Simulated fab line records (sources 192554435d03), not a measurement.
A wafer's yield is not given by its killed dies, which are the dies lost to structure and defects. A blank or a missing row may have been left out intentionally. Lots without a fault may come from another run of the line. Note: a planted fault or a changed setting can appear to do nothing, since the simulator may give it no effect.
8D (eight disciplines) problem report, filled in by code | flow n5-finfet | the parts of the form that need people (team, actions taken, sign-off) are left out

## 1. WHAT IS WRONG
Mean of cd-nm at N5_BEOL_M14_CD_MEAS_10: 231.8 nm across 5 wafers in 2 lots; on wafers with no fault it is 249.3 nm (standard deviation 1.1). That puts it -16 standard deviations away from the usual mean.
The step: target cd 250 nm.
Seen first at day 13 08:18 on cd-sem-03, wafer L268.1. The record holds 33 wafers of 11 lots with a number at this step. Rule for "out" (also "out of limits"): further than 4 standard deviations from the usual mean. The other wafers with a number count as sound.

## 2. WHAT IT IS; WHAT IT IS NOT
question                    | is                                     | is not
which readings at this step | cd-nm                                  | -
which lots                  | L268, L270                             | L262, L263, L265, L275, L277, L278, L280, L281, L283
which wafers of those lots  | L268.1, L268.3, L268.5, L270.1, L270.3 | L270.6
read on which gauges        | cd-sem-03                              | cd-sem-01, cd-sem-02
when                        | from day 13 08:18                      | up to then (9 sound wafers); but 19 sound wafers of L270, L275, L277, L278, L280, L281, L283 came after

## 3. THE SUSPECTS, EACH WITH WHAT RULES IT OUT
Counting: a tool at a process step up to the reading stays a suspect if it ran every lot that is out. Sound lots after the first of them don't rule it out here, since some wafers of a struck lot are sound.
- ruled out: the gauge at N5_BEOL_M14_CD_MEAS_10. All the wafers that are out were read on cd-sem-03, but those of them that N5_BEOL_M14_PEB_08 has rows for are out there too, on other tools.
- rie-diel-03 at N5_BEOL_M13_TRENCH_ETCH_34 (etches SiOC in C4F8/O2/Ar, target depth 413.47 nm, time 162.6 s): kept. It ran every lot that is out, first L268 (day 13 05:26).
- litho-track-04 at N5_BEOL_M14_PEB_08 (peb time 90 s): kept. It processed each lot that is out (first: L268, day 13 08:11); up to then, its last sound lot is L265 (day 12 15:55). On those wafers its own readings are out: heater-power-total-W.
Left after counting: rie-diel-03 at N5_BEOL_M13_TRENCH_ETCH_34, litho-track-04 at N5_BEOL_M14_PEB_08.

## 4. THE CAUSE (what the simulator had put in)
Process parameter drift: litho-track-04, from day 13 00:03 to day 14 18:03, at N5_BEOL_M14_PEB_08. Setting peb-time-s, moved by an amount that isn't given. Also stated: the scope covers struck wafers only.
2 suspects survive the count, and this tool is in that group.

## 5. SEQUENCE OF EFFECTS, ordered by route
One row per reading whose mean, taken over the struck wafers that have a number, lies over 3 standard deviations from the usual. Readings are gone through only where the record gives a usual standard deviation; hours: the median, over the lots, of the time from a lot's start at the first step in this table giving one to that lot's start at this step; sigmas: the change measured in usual standard deviations.
hours | step                   | reading              | usual    | on struck wafers | change | sigmas
0     | N5_BEOL_M14_PEB_08     | heater-power-total-W | 172.6 W  | 217.0            | +44.4  | +57
0     | N5_BEOL_M14_CD_MEAS_10 | cd-nm                | 249.3 nm | 231.8            | -17.5  | -16
Here are the process steps it includes:
- N5_BEOL_M14_PEB_08: peb time 90 s.

## 6. WHAT WOULD HAVE CAUGHT IT SOONER
In this record the first reading out of limits at a measuring or inspecting step was taken at day 13 08:18, 8 hours after the fault began at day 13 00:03.
The tool's own readings at N5_BEOL_M14_PEB_08 were out on every struck wafer that the step has a row for (heater-power-total-W): an alarm limit on them would have fired on the first of those.
Among the 2 lots that are out, L270 began N5_BEOL_M14_PEB_08 on litho-track-04 after day 13 08:18. Putting the tool on hold at that point would have spared it.
